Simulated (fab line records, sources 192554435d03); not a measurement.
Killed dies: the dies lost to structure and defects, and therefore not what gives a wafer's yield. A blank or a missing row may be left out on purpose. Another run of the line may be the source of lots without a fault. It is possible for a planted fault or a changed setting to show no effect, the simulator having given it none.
fab line records -- flow n5Finfet
record: lots: 5, wafers: 15, lastDay: 17
route steps=1938 shown BEOL_M5@1129
lots untouched by any fault: they come from a run of this same line in which no faults occurred
startH: hours from the record's first day to the start of the lot's first wafer shown -- waitH: hours elapsed since this lot's preceding step -- " repeats the value in the row above -- L1.1+2: a row that stands for several wafers -- - either no value or no given start -- * or withheld: withheld -- < > ~ a bound
route shown NAME@n: NAME is a module with steps in the file, n the number in the route of the first one -- usual: mean/standard deviation taken from wafers without a fault -- same: alike in all rows -- chamber/n: place in a boat -- sites: each site's reading -- _std_site: the values' standard deviation -- _edge_site: mean of outer sites minus mean of inner sites -- radiusMm: how far each site lies from the wafer's centre -- mask NAME#n: copy n -- behind: the most recent tool/chamber to have shaped the wafer -- hold: why the lot was held/for how many hours/how that ended -- device: which transistor (n, p or np) failed to switch -- end of line: tests run on the same wafers once the route is complete -- a step with no rows: only its recipe -- killed: count of dies lost to structure and defects at first sort (not the wafer's yield) -- map: dies across one wafer; x = killed, . = not, _ = none there
set.NAME: the run value of the setting; set.NAME@STEP: its run value at that earlier step -- model.NAME: the simulator's own value behind a step, which no gauge read
lots at selected steps of the route; one table per step, one row per wafer
services: from which hour (startH, from the record's first day; less than 0 if before it) a tool's chamber was out of use, for how many hours, and why
== steps ==
step: N5_BEOL_M5_DESCUM_16
recipe: chemistry: O2, timeS: 7, sourcePowerW: 50, biasPowerW: 20, pressureMtorr: 20, rfFrequencyHz: 2.712e+07, tempC: 40, resist: CAR-EUV, o2FlowSccm: 225
step: N5_BEOL_M5_ETCH_72
recipe: chemistry: N2/H2, target: underlayer, targetDepthA: 65, maskMaterial: CAR-EUV, timeS: 5.2, ionEnergyEv: 200, pressureMtorr: 30, sourceW: 840, biasW: 150, n2FlowSccm: 200, h2FlowSccm: 200, ends: cleared
step: N5_BEOL_M5_ETCH_61
recipe: chemistry: CF4, target: SiARC, targetDepthA: 156, maskMaterial: CAR-EUV, timeS: 26, ionEnergyEv: 80, pressureMtorr: 40, sourceW: 545, biasW: 36, Ar_flow_sccm: 100, cf4FlowSccm: 100, ends: cleared
step: N5_BEOL_M5_ETCH_62
recipe: chemistry: N2/H2, target: SOC, targetDepthA: 750, overetchA: 150, maskMaterial: SiARC, tempC: 40, timeS: 112.5, ionEnergyEv: 200, pressureMtorr: 30, sourceW: 840, biasW: 150, n2FlowSccm: 200, h2FlowSccm: 200
step: N5_BEOL_M5_STRIP_63
recipe: chemistry: N2/H2, tempC: 40, n2FlowSccm: 200, h2FlowSccm: 200, rfFrequencyHz: 6e+07
step: N5_BEOL_M5_STRIP_73
recipe: chemistry: N2/H2, tempC: 40, n2FlowSccm: 200, h2FlowSccm: 200, rfFrequencyHz: 6e+07
step: N5_BEOL_M5_STRIP_64
recipe: chemistry: CF4, resist: SiARC, powerW: 300, biasPowerW: 75, pressureMtorr: 50, cf4FlowSccm: 150, rfFrequencyHz: 6e+07
step: N5_BEOL_M5_HM_OPEN_17
recipe: chemistry: Cl2/BCl3, targetDepthA: 200, overetchA: 60, target: TiN, maskMaterial: SOC, ionEnergyEv: 150, pressureMtorr: 10, icpW: 1000, biasW: 126, Cl2_flow_sccm: 53.25, bcl3FlowSccm: 21.75, Ar_flow_sccm: 25
step: N5_BEOL_M5_STRIP_19
recipe: chemistry: O2, powerW: 400, tempC: 40, pressureMtorr: 30, rfFrequencyHz: 6e+07, biasPowerW: 0, overashFraction: 0.2, o2FlowSccm: 225
step: N5_BEOL_M5_COAT_65
recipe: resist: SOC, tempC: 250, timeS: 60, spinRpm: 1500, resistThkNm: 60
step: N5_BEOL_M5_COAT_66
recipe: resist: SiARC, tempC: 220, timeS: 60, spinRpm: 1500, resistThkNm: 12
usual: spinSpeedRpm: 1500.0/0.96
same: timeS: 60
lot.wafer,tool,chamber,startH,waitH,spinSpeedRpm,model.SiARC_of_BEOL_M5_COAT_66.thkNm
L401.3,lithoTrack-01,0,209.28,-,1498.9,12
L401.4,lithoTrack-01,0,209.28,-,1500.1,12
L401.6,lithoTrack-01,0,209.28,-,1501.1,12
L411.3,lithoTrack-01,0,271.94,-,1320.6,12.8
L411.4,lithoTrack-01,0,271.94,-,1321.7,12.8
L411.5,lithoTrack-01,0,271.94,-,1321.3,12.8
L412.4,lithoTrack-01,0,278.35,-,1322.4,12.8
L412.5,lithoTrack-01,0,278.35,-,1321.3,12.8
L412.6,lithoTrack-01,0,278.35,-,1322.6,12.8
L413.4,lithoTrack-01,0,295.46,-,1320.6,12.8
L413.5,lithoTrack-01,0,295.46,-,1322.1,12.8
L413.6,lithoTrack-01,0,295.46,-,1322.8,12.8
L415.2,lithoTrack-03,0,299.51,-,1499.7,12
L415.4,lithoTrack-03,0,299.51,-,1499.8,12
L415.5,lithoTrack-03,0,299.51,-,1499.7,12
step: N5_BEOL_M5_COAT_74
recipe: resist: underlayer, tempC: 205, timeS: 60, spinRpm: 1500, resistThkNm: 5
step: N5_BEOL_M5_COAT_22
recipe: resist: CAR-EUV, spinRpm: 1500, resistThkNm: 30
step: N5_BEOL_M5_EBR_24
recipe: solvent: PGMEA, ebrWidthMm: 1.5
step: N5_BEOL_M5_SOFTBAKE_23
recipe: tempC: 110, timeS: 60, resist: CAR-EUV
step: N5_BEOL_M5_EXPOSE_25
recipe: maskId: V4, na: 0.33, sourceShape: quasar, sigmaInner: 0.2, sigmaOuter: 0.6, polarization: unpolarized, defocusNm: 10, doseMj: 52.75
step: N5_BEOL_M5_PEB_26
recipe: pebTempC: 100, pebTimeS: 60, resist: CAR-EUV
step: N5_BEOL_M5_DEVELOP_27
recipe: developTimeS: 30, developer: TMAH, resist: CAR-EUV, rinseLiquid: surfactantRinse, dry: airSpin, devTempC: 23
step: N5_BEOL_M5_DESCUM_33
recipe: chemistry: O2, timeS: 7, sourcePowerW: 50, biasPowerW: 20, pressureMtorr: 20, rfFrequencyHz: 2.712e+07, tempC: 40, resist: CAR-EUV, o2FlowSccm: 225
step: N5_BEOL_M5_ETCH_75
recipe: chemistry: N2/H2, target: underlayer, targetDepthA: 65, maskMaterial: CAR-EUV, timeS: 5.2, ionEnergyEv: 200, pressureMtorr: 30, sourceW: 840, biasW: 150, n2FlowSccm: 200, h2FlowSccm: 200, ends: cleared
step: N5_BEOL_M5_ETCH_67
recipe: chemistry: CF4, target: SiARC, targetDepthA: 156, maskMaterial: CAR-EUV, timeS: 26, ionEnergyEv: 80, pressureMtorr: 40, sourceW: 545, biasW: 36, Ar_flow_sccm: 100, cf4FlowSccm: 100, ends: cleared
usual: drypumpMotorCurrentA: 5.7/0.38, etchRfOnTimeS: 26.0/1.1, oesProductAu: 0.65/0.075, rfVppV: 183.9/1.2, showerheadPlenumPTorr: 2.13/0.058, throttleValvePct: 15.72/0.27
lot.wafer,tool,chamber,startH,waitH,drypumpMotorCurrentA,etchRfOnTimeS,oesProductAu,rfHoursCounterH,rfVppV,showerheadPlenumPTorr,throttleValvePct,model.etch.depthNm,model.CAR-EUV_of_BEOL_M5_COAT_22.thkNm
L401.3,rieDiel-03,2,209.89,0.0,6.0,25.2,0.87,2,186.1,2.26,15.50,12.07,11
L401.4,rieDiel-03,0,209.89,0.0,5.7,27.7,0.60,195,184.8,2.20,15.67,12.06,11.2
L401.6,rieDiel-03,3,209.89,0.0,5.8,24.8,0.63,-,181.6,2.04,15.66,12.06,11
L411.3,rieDiel-01,2,272.91,0.0,6.3,27.6,0.63,185,183.5,2.05,15.69,12.8,10.6
L411.4,rieDiel-01,3,272.91,0.0,5.4,30.3,0.58,-,182.3,2.13,15.80,12.76,10.8
L411.5,rieDiel-01,1,272.91,0.0,5.4,26.5,0.61,-,184.4,2.13,15.96,12.75,10.4
L412.4,rieDiel-02,2,279.23,0.0,5.1,26.8,0.59,-,184.0,2.10,15.91,12.84,10.4
L412.5,rieDiel-02,0,279.23,0.0,6.3,28.2,0.60,-,183.4,2.14,16.14,12.88,10.4
L412.6,rieDiel-02,1,279.23,0.0,5.7,27.5,0.74,-,183.1,2.10,15.51,12.82,10.4
L413.4,rieDiel-01,1,295.95,0.0,5.5,26.6,0.61,232,183.9,2.13,15.93,12.8,10.4
L413.5,rieDiel-01,1,295.95,0.0,5.5,26.8,0.61,-,183.1,2.13,15.96,12.77,10.4
L413.6,rieDiel-01,0,295.95,0.0,5.6,26.3,0.87,-,184.0,2.11,15.11,12.78,10.6
L415.2,rieDiel-01,0,300.08,0.0,5.6,23.9,0.87,1,182.3,2.11,15.12,12.01,11.2
L415.4,rieDiel-01,2,300.08,0.0,6.3,25.7,0.63,195,181.3,2.05,15.71,12.03,11.2
L415.5,rieDiel-01,3,300.08,0.0,5.4,28.4,0.58,-,183.9,2.13,15.83,12.04,11.4
step: N5_BEOL_M5_ETCH_68
recipe: chemistry: N2/H2, target: SOC, targetDepthA: 800, overetchA: 160, maskMaterial: SiARC, tempC: 40, timeS: 120, ionEnergyEv: 200, pressureMtorr: 30, sourceW: 840, biasW: 150, n2FlowSccm: 200, h2FlowSccm: 200
usual: drypumpMotorCurrentA: 5.7/0.38, oesProductAu: 0.58/0.061, rfVppV: 523.4/2.2, showerheadPlenumPTorr: 2.52/0.075, throttleValvePct: 17.9/0.32
same: timeS: 120
lot.wafer,tool,chamber,startH,waitH,drypumpMotorCurrentA,oesProductAu,rfHoursCounterH,rfVppV,showerheadPlenumPTorr,throttleValvePct,model.SiARC_of_BEOL_M5_COAT_66.thkNm
L401.3,rieDiel-03,2,209.91,0.0,6.0,0.76,2,528.8,2.69,17.7,6.2
L401.4,rieDiel-03,0,209.91,0.0,5.7,0.56,195,525.9,2.63,17.8,6.6
L401.6,rieDiel-03,3,209.91,0.0,5.8,0.55,-,520.7,2.39,17.7,6.6
L411.3,rieDiel-01,2,272.94,0.0,6.2,0.57,185,520.1,2.44,18.1,6.8
L411.4,rieDiel-01,3,272.94,0.0,5.4,0.55,-,522.9,2.52,17.9,7.6
L411.5,rieDiel-01,1,272.94,0.0,5.5,0.54,-,522.4,2.50,18.0,7.2
L412.4,rieDiel-02,2,279.28,0.0,5.1,0.51,-,522.4,2.51,18.0,7
L412.5,rieDiel-02,0,279.28,0.0,6.2,0.54,-,522.9,2.53,18.6,7.6
L412.6,rieDiel-02,1,279.28,0.0,5.8,0.66,-,523.3,2.47,17.6,7
L413.4,rieDiel-01,1,295.98,0.0,5.5,0.53,232,522.9,2.50,18.0,7.2
L413.5,rieDiel-01,1,295.98,0.0,5.5,0.53,-,523.1,2.50,18.0,7.2
L413.6,rieDiel-01,0,295.98,0.0,5.6,0.75,-,521.9,2.50,17.2,6.4
L415.2,rieDiel-01,0,300.11,0.0,5.7,0.74,1,522.0,2.50,17.2,5.8
L415.4,rieDiel-01,2,300.11,0.0,6.3,0.57,195,520.9,2.44,18.1,6
L415.5,rieDiel-01,3,300.11,0.0,5.4,0.54,-,523.8,2.51,17.9,7
step: N5_BEOL_M5_STRIP_69
recipe: chemistry: N2/H2, tempC: 40, n2FlowSccm: 200, h2FlowSccm: 200, rfFrequencyHz: 6e+07
== services ==
tool,chamber,startH,hours,kind
lithoTrack-03,-,211.68,-,consumableReplace:filter
rieDiel-03,-,234.90,15.6,pm
rieDiel-01,0,270.83,-,clean
rieDiel-01,0,270.83,-,consumableReplace:focusRing
rieDiel-01,0,270.83,24.0,scheduledDown
rieDiel-01,0,270.83,24.0,ventCycle
== key ==
firstSign: step: N5_BEOL_M5_COAT_66, reading: spinSpeedRpm, direction: down, sigmas: 99+, usual: *, struck: *
effect none on later readings
modelEffect: step: N5_BEOL_M5_COAT_66, value: SiARC_of_BEOL_M5_COAT_66.thkNm, without: 12, struck: 12.8
modelEffect: step: N5_BEOL_M5_ETCH_67, value: etch.depthNm, without: 12.02, struck: 12.8
modelEffect: step: N5_BEOL_M5_ETCH_68, value: SiARC_of_BEOL_M5_COAT_66.thkNm, without: 6.333, struck: 7.111
metAt N5_BEOL_M5_COAT_66
struckWafers L411.3,L411.4,L411.5,L412.4,L412.5,L412.6,L413.4,L413.5,L413.6
onsetBetween 209.28 271.94
fault: kind: processParameterDrift, tool: lithoTrack-01, chamber: -, onsetH: 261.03, steps: N5_BEOL_M5_COAT_66, channel: spinRpm, offset: *, shape: step, endH: 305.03, actsIn: *, stated: *
